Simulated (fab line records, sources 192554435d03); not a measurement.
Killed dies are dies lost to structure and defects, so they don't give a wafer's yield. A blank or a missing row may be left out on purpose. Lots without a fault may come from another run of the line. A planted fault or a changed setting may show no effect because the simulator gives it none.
fab line records | flow n5_finfet
record lots=10 wafers=29 last_day=18
route steps=1938 shown BEOL_M2@843 BEOL_M4@1111 PASSIVATION@1936
lots that met no fault: from a run of the same line without faults
start_h: hours from the record's first day to the start of the lot's first wafer shown | wait_h: hours since the lot's step before | " the same as in the row above | L1.1+2: a row that stands for several wafers | - no value, or no start given | * or withheld: withheld | < > ~ a bound
route shown NAME@n: a module of which the file shows steps, and the number in the route of the first | usual: mean/standard deviation of fault-free wafers | same: alike in all rows | chamber/n: place in a boat | sites: the reading at each site | _std_site: their standard deviation | _edge_site: outer sites' mean less inner sites' | radius_mm: how far each site lies from the wafer's centre | mask NAME#n: copy n | behind: the tool/chamber that last shaped the wafer | hold: why the lot was held/for how many hours/how that ended | device: the transistor (n, p or np) that didn't switch | end of line: the same wafers' tests at the end of the route | a step without rows: its recipe alone | killed: dies lost to structure and defects at the first sort, not the wafer's yield | map: a wafer's dies, x killed, . not, _ none there
set.NAME: the setting as run; set.NAME@STEP: as run at that earlier step | model.NAME: the simulator's own value behind a step, which no gauge read
steps of the route over a sample of lots; a table a step, a row a wafer
services: from which hour (start_h, from the record's first day; less than 0 if before it) a tool's chamber was out of use, for how many hours, and why
## steps
# step N5_BEOL_M2_PECVD_72
# recipe material=SiO2 target_thk_a=160 temp_c=400 precursor=TEOS/O2 pressure_torr=5.5 rf_w=450 teos_flow_sccm=53.8 gas=O2 flow_sccm=3000 time_s=18
# usual heater_power_w=728/89 showerhead_plenum_p_Torr=8.80/0.076 throttle_valve_pct=22.2/1.2
# columns lot.wafer tool chamber start_h wait_h heater_power_w showerhead_plenum_p_Torr throttle_valve_pct
L837.1 pecvd-03 0 144.03 0.0 839 8.67 22.6
L837.3 " 2 " " 840 8.86 20.8
L837.6 " 1 " " 663 8.69 22.7
L838.1 pecvd-04 2 154.05 0.0 612 8.78 20.8
L838.3 " 1 " " 759 8.83 21.3
L838.5 " 2 " " 630 8.81 20.8
L839.2 pecvd-04 1 159.95 0.0 751 8.86 21.4
L839.4 " 2 " " 624 8.79 21.1
L839.5 " 0 " " 772 8.69 21.1
L840.3 pecvd-04 2 160.09 0.0 664 8.80 21.3
L840.4 " 1 " " 769 8.86 21.4
L840.6 " 2 " " 675 8.79 20.9
L842.2 pecvd-03 2 183.21 0.0 839 8.87 20.8
L842.5 " 0 " " 880 8.71 23.0
L853.2 pecvd-04 0 243.03 0.0 721 8.71 21.2
L853.5 " 1 " " 824 8.84 21.4
L853.6 " 0 " " 727 8.69 21.0
L854.3 pecvd-02 2 250.62 0.0 634 8.85 21.8
L854.4 " 2 " " 643 8.85 21.9
L854.5 " 0 " " 780 8.82 22.8
L855.4 pecvd-02 2 256.24 0.1 720 8.84 21.8
L855.5 " 1 " " 685 8.87 24.4
L855.6 " 0 " " 679 8.82 22.9
L858.1 pecvd-04 1 273.36 0.0 838 8.86 21.4
L858.4 " 1 " " 823 8.84 21.0
L858.5 " 2 " " 654 8.80 21.2
L857.1 pecvd-02 1 282.97 0.0 596 8.87 24.6
L857.2 " 2 " " 648 8.84 22.0
L857.3 " 0 " " 716 8.80 22.8
# step N5_BEOL_M2_OVL_MEAS_12
# recipe points_per_wafer=522
# usual M2_OVL=-0.3/0.61
# same points_per_wafer=522
# columns lot.wafer tool chamber start_h wait_h M2_OVL[nm]
L837.1 overlay-01 0 146.12 0.0 0.0
L837.3 " 0 " " -0.3
L837.6 " 0 " " -0.1
L838.1 overlay-02 0 156.10 0.0 -0.1
L838.3 " 0 " " -0.3
L838.5 " 0 " " -0.2
L839.2 overlay-01 0 162.28 0.0 -0.2
L839.4 " 0 " " -0.5
L839.5 " 0 " " -0.2
L840.3 overlay-01 0 162.46 0.0 -0.1
L840.4 " 0 " " -0.1
L840.6 " 0 " " -0.7
L842.2 overlay-01 0 184.30 0.0 0.7
L842.5 " 0 " " -0.3
L853.2 overlay-02 0 244.67 0.0 0.7
L853.5 " 0 " " 0.8
L853.6 " 0 " " 0.7
L854.3 overlay-02 0 251.93 0.0 -0.3
L854.4 " 0 " " 0.1
L854.5 " 0 " " -0.7
L855.4 overlay-02 0 258.10 0.0 1.5
L855.5 " 0 " " 0.0
L855.6 " 0 " " 0.6
L858.1 overlay-01 0 274.46 0.0 -0.6
L858.4 " 0 " " -0.6
L858.5 " 0 " " -0.6
L857.1 overlay-01 0 284.02 0.0 -0.1
L857.2 " 0 " " -0.2
L857.3 " 0 " " -0.5
# step N5_BEOL_M2_EXPOSE_25
# recipe mask_id=V1 na=0.33 source_shape=quasar sigma_inner=0.2 sigma_outer=0.8 polarization=unpolarized defocus_nm=5 dose_mj=63
# same dipole_opening_deg=30 sigma_outer=0.8
# columns lot.wafer tool chamber start_h wait_h mask
L837.1+3+6 euv_scanner-02 0 147.34 - V1#0
L838.1+3+5 euv_scanner-02 0 158.44 - V1#0
L839.2+4+5 euv_scanner-02 0 163.25 - V1#0
L840.3+4+6 euv_scanner-02 0 163.46 - V1#0
L842.2+5 euv_scanner-02 0 185.81 - V1#0
L853.2+5+6 euv_scanner-02 0 245.38 - V1#0
L854.3+4+5 euv_scanner-02 0 252.97 - V1#0
L855.4+5+6 euv_scanner-02 0 258.85 - V1#0
L858.1+4+5 euv_scanner-02 0 275.29 - V1#0
L857.1+2+3 euv_scanner-01 0 284.86 - V1#0
# step N5_BEOL_M2_CD_MEAS_28
# recipe target_cd_nm=26.2 landing_energy_ev=500 detector=se_inlens target_cd_y_nm=24.1 polarity=opening
# usual cd_nm=26.12/0.24
# columns lot.wafer tool chamber start_h wait_h cd_nm
L837.1 cd_sem-03 0 147.49 - 26.37
L837.3 " 0 " " 25.97
L837.6 " 0 " " 25.93
L838.1 cd_sem-03 0 158.59 - 26.43
L838.3 " 0 " " 25.86
L838.5 " 0 " " 26.32
L839.2 cd_sem-01 0 163.39 - 26.15
L839.4 " 0 " " 19.16
L839.5 " 0 " " 20.28
L840.3 cd_sem-03 0 163.59 - 26.00
L840.4 " 0 " " 20.81
L840.6 " 0 " " 26.24
L842.2 cd_sem-03 0 185.94 - 26.32
L842.5 " 0 " " 20.75
L853.2 cd_sem-03 0 245.52 - 26.05
L853.5 " 0 " " 25.99
L853.6 " 0 " " 26.09
L854.3 cd_sem-03 0 253.10 - 26.20
L854.4 " 0 " " 26.44
L854.5 " 0 " " 26.20
L855.4 cd_sem-02 0 258.97 - 26.04
L855.5 " 0 " " 25.90
L855.6 " 0 " " 26.39
L858.1 cd_sem-03 0 275.44 - 26.11
L858.4 " 0 " " 26.04
L858.5 " 0 " " 25.96
L857.1 cd_sem-02 0 285.01 - 25.51
L857.2 " 0 " " 25.83
L857.3 " 0 " " 25.92
# step N5_BEOL_M2_ETCHBACK_99
# recipe chemistry=CHF3 target=SiO2 target_depth_a=50 time_s=10.4 source_w=215 bias_w=47 Ar_flow_sccm=200 CHF3_flow_sccm=12 ion_energy_ev=100 pressure_mtorr=30
# usual drypump_motor_current_A=5.7/0.34 oes_product_au=0.82/0.091 rf_vpp_V=241/4.2 showerhead_plenum_p_Torr=2.17/0.072 throttle_valve_pct=17.15/0.2
# columns lot.wafer tool chamber start_h wait_h drypump_motor_current_A oes_product_au rf_hours_counter_h rf_vpp_V showerhead_plenum_p_Torr throttle_valve_pct
L837.1 rie_diel-01 2 158.56 10.8 6.2 1.02 3 244 2.24 17.15
L837.3 " 0 " " 6.2 0.81 113 239 2.18 17.22
L837.6 " 1 " " 6.0 0.79 - 246 2.26 16.91
L838.1 rie_diel-03 1 161.99 2.2 5.4 0.72 209 242 2.05 17.38
L838.3 " 2 " " 5.7 0.75 161 232 2.07 17.07
L838.5 " 0 " " 5.5 0.72 - 245 2.21 17.41
L839.2 rie_diel-01 2 164.74 0.8 6.2 0.99 7 245 2.24 17.16
L839.4 " 0 " " 6.2 0.80 - 238 2.18 17.27
L839.5 " 2 " " 6.2 0.99 - 245 2.24 17.14
L840.3 rie_diel-01 2 168.56 4.5 6.2 0.98 9 243 2.24 17.15
L840.4 " 2 " " 6.2 0.98 - 245 2.24 17.16
L840.6 " 0 " " 6.2 0.80 - 238 2.18 17.25
L842.2 rie_diel-01 1 196.40 9.4 5.9 0.78 119 246 2.25 16.97
L842.5 " 1 " " 5.9 0.76 - 246 2.25 16.97
L853.2 rie_diel-03 0 246.89 1.0 5.5 0.69 219 247 2.20 17.47
L853.5 " 2 " " 5.7 0.73 - 234 2.06 17.13
L853.6 " 3 " " 5.6 0.82 - 236 2.19 17.05
L854.3 rie_diel-03 3 254.48 1.1 5.6 0.82 91 236 2.19 17.05
L854.4 " 2 " " 5.7 0.72 194 233 2.06 17.14
L854.5 " 1 " " 5.4 0.69 - 242 2.04 17.44
L855.4 rie_diel-01 0 268.51 9.2 6.2 0.76 158 240 2.17 17.32
L855.5 " 2 " " 6.2 0.90 - 245 2.22 17.21
L855.6 " 3 " " 5.1 0.89 - 237 2.27 16.80
L858.1 rie_diel-01 0 278.91 2.8 6.2 0.77 161 239 2.16 17.32
L858.4 " 1 " " 6.0 0.76 143 245 2.24 17.02
L858.5 " 0 " " 6.2 0.76 - 239 2.16 17.31
L857.1 rie_diel-03 2 288.28 3.0 5.7 0.72 207 232 2.05 17.16
L857.2 " 3 " " 5.6 0.81 103 234 2.19 17.08
L857.3 " 0 " " 5.5 0.68 234 246 2.20 17.49
# step N5_BEOL_M4_RC_MEAS_101
# usual DIBL_N=35.4/2.1 DIBL_P=34.8/2.6 IOFF_N=0.15/0.037 IOFF_P=0.19/0.037 ION_N=677/16 ION_P=462/9.3 SS_N=71.4/0.75 SS_P=72.9/0.77 VT_N=250/3.7 VT_P=-251/3.5
# columns lot.wafer tool chamber start_h wait_h DIBL_N[mV/V] DIBL_P[mV/V] IOFF_N[nA/um] IOFF_P[nA/um] ION_N[uA/um] ION_P[uA/um] SS_N[mV/dec] SS_P[mV/dec] VT_N[mV] VT_P[mV]
L837.1 prober-01 0 197.97 0.0 35.3 35.4 0.15 0.19 690 464 71.8 73.3 245 -253
L837.3 " 0 " " 36.9 36.0 0.16 0.18 677 453 71.4 72.7 250 -255
L837.6 " 0 " " 31.4 29.3 0.09 0.12 657 449 70.0 71.3 256 -259
L838.1 prober-02 0 198.45 0.2 34.7 35.4 0.15 0.18 697 463 70.7 72.6 249 -256
L838.3 " 0 " " 31.1 31.0 0.09 0.13 665 461 70.3 71.1 256 -256
L838.5 " 0 " " 35.3 35.7 0.14 0.19 679 464 71.1 72.5 249 -252
L839.2 prober-02 0 200.94 0.2 39.0 37.7 0.24 0.23 679 456 72.0 74.2 245 -248
L840.3 prober-02 0 204.45 0.3 35.6 35.9 0.15 0.20 677 461 71.1 73.5 253 -249
L840.6 " 0 " " 32.8 32.0 0.11 0.15 647 454 71.4 72.9 253 -253
L842.2 prober-01 0 226.99 0.6 35.8 35.1 0.16 0.19 697 474 71.5 72.5 246 -249
L853.2 prober-01 0 283.74 0.2 33.2 32.4 0.11 0.15 670 451 70.2 72.3 255 -254
L853.5 " 0 " " 36.7 37.0 0.16 0.20 692 469 71.6 73.0 251 -251
L853.6 " 0 " " 34.9 35.9 0.14 0.20 669 463 70.1 73.3 251 -251
L854.3 prober-01 0 286.65 0.3 36.2 36.9 0.18 0.22 694 472 72.3 72.9 247 -249
L854.4 " 0 " " 37.5 38.8 0.21 0.25 697 472 72.2 73.3 246 -249
L854.5 " 0 " " 37.8 38.8 0.20 0.24 696 471 72.2 73.0 245 -245
L855.4 prober-01 0 303.34 0.5 35.9 34.1 0.13 0.15 656 449 71.6 72.8 255 -254
L855.5 " 0 " " 39.2 39.1 0.20 0.22 709 469 72.2 74.6 245 -253
L855.6 " 0 " " 35.8 33.8 0.13 0.14 668 445 71.5 73.2 254 -261
L858.1 prober-02 0 326.03 0.0 38.0 40.0 0.22 0.26 710 477 72.6 73.7 242 -247
L858.4 " 0 " " 36.1 37.1 0.18 0.23 701 476 71.7 73.3 247 -250
L858.5 " 0 " " 36.0 36.9 0.17 0.21 689 467 71.4 73.6 246 -250
L857.1 prober-01 0 327.31 0.0 35.5 35.0 0.15 0.23 676 468 71.7 73.1 254 -243
L857.2 " 0 " " 32.7 31.9 0.11 0.18 672 472 70.3 71.7 254 -247
L857.3 " 0 " " 35.4 36.6 0.16 0.25 688 474 71.5 72.9 249 -244
# step N5_PASSIVATION_PROBE_49
# usual defect_limited_yield=90.5/1.7 killed_at_M0_to_M3=37/12 killed_at_M4_up=14/5.2 killed_at_contacts=12/5.9 killed_at_front_end=45/14 killed_at_other=3.5/2.8 killed_dies=112/21 killed_on_rim=15/4.5 killed_open=73/15 killed_short=36/8.9 sort_bin_5_function=5.6/1.2 sort_bin_6_memory=3.5/0.68 sort_bin_8_speed=0.01/0.1 sort_n_pass=1068/21 sort_yield_pct=90.5/1.8
# same gross_dies=1180 killed_at_back_side=0 sort_bin_4_leakage[%]=0
# columns lot.wafer tool chamber start_h wait_h defect_limited_yield[%] killed_at_M0_to_M3 killed_at_M4_up killed_at_contacts killed_at_front_end killed_at_other killed_dies killed_on_rim killed_open killed_short sort_bin_5_function[%] sort_bin_6_memory[%] sort_bin_8_speed[%] sort_n_pass sort_yield_pct[%]
L840.3 prober-02 - 319.73 0.1 89.3 37 11 12 66 0 126 13 81 43 6.2 3.6 0 1054 89.3
L840.4 prober-02 - 319.78 0.2 0 1097 14 5 63 1 1180 152 88 37 6.9 3.7 0 0 0
L840.6 prober-02 - 319.88 0.3 89.4 35 15 17 58 0 125 18 86 35 6.5 3.9 0 1055 89.4
L839.2 prober-01 - 322.17 0.1 90.1 36 25 15 37 4 117 11 76 36 5.6 3.8 0 1063 90.1
L839.4 prober-01 - 322.27 0.2 0 1081 25 18 55 1 1180 152 74 49 6.6 4.2 0 0 0
L839.5 prober-01 - 322.32 0.2 0 1106 13 12 45 4 1180 152 74 44 6.4 3.7 0 0 0
L842.2 prober-02 - 336.67 0.1 90.4 32 22 13 43 3 113 21 76 29 5.7 3.7 0 1067 90.4
L842.5 prober-02 - 336.82 0.2 0 1131 9 5 33 2 1180 152 61 22 5.1 2.3 0 0 0
L853.2 prober-01 - 391.50 0.1 85.4 60 12 18 77 5 172 22 114 54 10.0 4.2 0 1008 85.4
L853.5 prober-01 - 391.65 0.2 87.5 52 9 18 65 4 148 28 97 49 7.8 4.2 0 1032 87.5
L853.6 prober-01 - 391.70 0.3 89.6 38 12 12 57 4 123 15 78 39 6.2 3.9 0 1057 89.6
L854.3 prober-02 - 396.53 0.1 90.7 51 11 13 32 3 110 14 72 36 5.6 3.4 0 1070 90.7
L854.4 prober-02 - 396.58 0.2 91.0 45 10 11 37 3 106 17 63 32 5.2 3.1 0 1074 91.0
L854.5 prober-02 - 396.63 0.2 90.0 53 11 9 39 6 118 14 78 38 6.1 3.6 0 1062 90.0
# killed by level:class
L840.3 STI_FIN_REVEAL:geometric_particle:open=20 FIN_SAQP:geometric_particle:short=13 FIN_SAQP:geometric_particle:open=12 BEOL_M0_SAQP:geometric_particle:short=12 BEOL_M0_SAQP:geometric_particle:open=11 MOL_CONTACT_COAG:geometric_particle:open=10 GATE_CUT:geometric_particle:short=9 BEOL_M4:geometric_particle:open=6
L840.4 BEOL_M2:area_expose=1055 STI_FIN_REVEAL:geometric_particle:open=23 FIN_SAQP:geometric_particle:open=15 BEOL_M2:geometric_particle:open=11 FIN_SAQP:geometric_particle:short=10 BEOL_M0_SAQP:geometric_particle:short=9 BEOL_M0_SAQP:geometric_particle:open=8 BEOL_M1:geometric_particle:open=6
L840.6 FIN_SAQP:geometric_particle:open=17 MOL_CONTACT_COAG:geometric_particle:open=16 STI_FIN_REVEAL:geometric_particle:open=15 BEOL_M0_SAQP:geometric_particle:open=12 FIN_SAQP:geometric_particle:short=9 BEOL_M0_SAQP:geometric_particle:short=9 BEOL_M3:geometric_particle:open=8 BEOL_M4:geometric_particle:open=6
L839.2 BEOL_M2:geometric_particle:open=13 BEOL_M4:geometric_particle:open=13 MOL_CONTACT_COAG:geometric_particle:open=11 FIN_SAQP:geometric_particle:open=10 BEOL_M0_SAQP:geometric_particle:short=8 STI_FIN_REVEAL:geometric_particle:open=7 BEOL_M0_SAQP:geometric_particle:open=6 GATE_CUT:geometric_particle:open=5
L839.4 BEOL_M2:area_expose=1049 FIN_SAQP:geometric_particle:open=12 STI_FIN_REVEAL:geometric_particle:open=12 MOL_CONTACT_COAG:geometric_particle:open=11 BEOL_M3:geometric_particle:short=10 BEOL_M4:geometric_particle:open=9 FIN_SAQP:geometric_particle:short=8 MOL_CONTACT_COAG:geometric_particle:short=7
L839.5 BEOL_M2:area_expose=1061 FIN_SAQP:geometric_particle:open=11 BEOL_M0_SAQP:geometric_particle:short=11 MOL_CONTACT_COAG:geometric_particle:open=9 BEOL_M0_SAQP:geometric_particle:open=9 FIN_SAQP:geometric_particle:short=8 STI_FIN_REVEAL:geometric_particle:open=8 BEOL_M2:geometric_particle:open=6
L842.2 STI_FIN_REVEAL:geometric_particle:open=20 MOL_CONTACT_COAG:geometric_particle:open=11 BEOL_M0_SAQP:geometric_particle:short=8 BEOL_M0_SAQP:geometric_particle:open=7 BEOL_M4:geometric_particle:open=7 DUMMY_GATE:geometric_particle:open=5 GATE_CUT:geometric_particle:short=5 BEOL_M1:geometric_particle:open=4
L842.5 BEOL_M2:area_expose=1094 FIN_SAQP:geometric_particle:open=12 BEOL_M0_SAQP:geometric_particle:open=7 BEOL_M0:geometric_particle:open=7 BEOL_M2:geometric_particle:open=5 BEOL_M3:geometric_particle:open=5 DUMMY_GATE:geometric_particle:open=4 GATE_CUT:geometric_particle:short=4
L853.2 STI_FIN_REVEAL:geometric_particle:open=40 BEOL_M3:geometric_particle:open=15 BEOL_M0_SAQP:geometric_particle:short=14 MOL_CONTACT_COAG:geometric_particle:open=13 BEOL_M0_SAQP:geometric_particle:open=11 FIN_SAQP:geometric_particle:short=9 STI_FIN_REVEAL:geometric_particle:short=6 GATE_CUT:geometric_particle:short=6
L853.5 STI_FIN_REVEAL:geometric_particle:open=28 BEOL_M0_SAQP:geometric_particle:short=17 MOL_CONTACT_COAG:geometric_particle:open=15 BEOL_M0_SAQP:geometric_particle:open=13 FIN_SAQP:geometric_particle:open=7 BEOL_M1:geometric_particle:open=7 FIN_SAQP:geometric_particle:short=6 STI_FIN_REVEAL:geometric_particle:short=6
L853.6 STI_FIN_REVEAL:geometric_particle:open=17 FIN_SAQP:geometric_particle:short=13 FIN_SAQP:geometric_particle:open=10 MOL_CONTACT_COAG:geometric_particle:open=9 BEOL_M0_SAQP:geometric_particle:short=9 BEOL_M0_SAQP:geometric_particle:open=9 BEOL_M2:geometric_particle:open=7 BEOL_M3:geometric_particle:open=7
L854.3 BEOL_M0_SAQP:geometric_particle:short=12 MOL_CONTACT_COAG:geometric_particle:open=11 BEOL_M3:geometric_particle:open=11 STI_FIN_REVEAL:geometric_particle:open=9 BEOL_M1:geometric_particle:open=8 BEOL_M0_SAQP:geometric_particle:open=7 FIN_SAQP:geometric_particle:short=6 BEOL_M0:geometric_particle:open=5
L854.4 BEOL_M0_SAQP:geometric_particle:open=11 BEOL_M3:geometric_particle:open=11 BEOL_M0_SAQP:geometric_particle:short=10 STI_FIN_REVEAL:geometric_particle:open=8 MOL_CONTACT_COAG:geometric_particle:open=7 HKMG_FIN:area_etch=6 DUMMY_GATE:geometric_particle:open=5 GATE_CUT:geometric_particle:short=5
L854.5 BEOL_M0_SAQP:geometric_particle:short=12 BEOL_M0_SAQP:geometric_particle:open=11 STI_FIN_REVEAL:geometric_particle:open=10 BEOL_M1:geometric_particle:open=9 BEOL_M3:geometric_particle:open=7 MOL_CONTACT_COAG:geometric_particle:open=6 GATE_CUT:geometric_particle:short=6 BEOL_M2:geometric_particle:open=6
## services
# columns tool chamber start_h hours kind
euv_scanner-02 - 122.40 4.6 pm
euv_scanner-02 - 134.03 1.0 pm
rie_diel-01 2 134.57 - clean
rie_diel-01 2 134.57 - consumable_replace:esc
rie_diel-01 2 134.57 - consumable_replace:focus_ring
rie_diel-01 2 134.57 18.7 scheduled_down
euv_scanner-01 - 135.33 1.0 pm
pecvd-04 0 136.78 13.9 repair
euv_scanner-02 0 138.38 - calibration
rie_diel-01 - 141.22 1.0 repair
euv_scanner-02 - 148.81 0.5 repair
rie_diel-03 3 149.91 2.5 repair
pecvd-03 - 161.43 0.3 repair
pecvd-04 1 170.87 13.4 repair
euv_scanner-02 - 190.18 1.0 pm
euv_scanner-01 - 191.48 1.0 pm
pecvd-03 - 217.15 98.4 repair
euv_scanner-02 - 219.64 13.5 repair
pecvd-02 - 240.78 1.8 repair
euv_scanner-02 - 246.33 1.0 pm
euv_scanner-01 - 247.63 1.0 pm
rie_diel-03 - 253.52 0.4 repair
pecvd-04 - 255.35 2.8 pm
euv_scanner-02 - 260.00 5.8 pm
## key
first_sign step=N5_BEOL_M2_CD_MEAS_28 reading=cd_nm direction=down sigmas=25 usual=26.12 struck=20.25
effect step=N5_PASSIVATION_PROBE_49 reading=killed_at_M0_to_M3 direction=up sigmas=88 usual=37 struck=1104
more_kills_born_at N5_BEOL_M2_EXPOSE_25@euv_scanner-02=4259
met_at N5_BEOL_M2_EXPOSE_25
struck_lots L839,L840,L842
struck_wafers L839.4,L839.5,L840.4,L842.5
later_rows_left_out L839.4,L839.5,L840.4,L842.5
not_acting_at N5_BEOL_M2_PECVD_72,N5_BEOL_M2_OVL_MEAS_12,N5_BEOL_M2_ETCHBACK_99
onset_between 158.44 163.25
fault kind=process_parameter_drift tool=euv_scanner-02 chamber=- onset_h=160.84 steps=N5_BEOL_M2_EXPOSE_25 channel=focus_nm offset=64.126 shape=step end_h=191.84 scope=struck_wafers_only
# later_rows_left_out: the simulator's readings of these wafers behind a module that went badly wrong aren't trusted and aren't shown, but for the sort
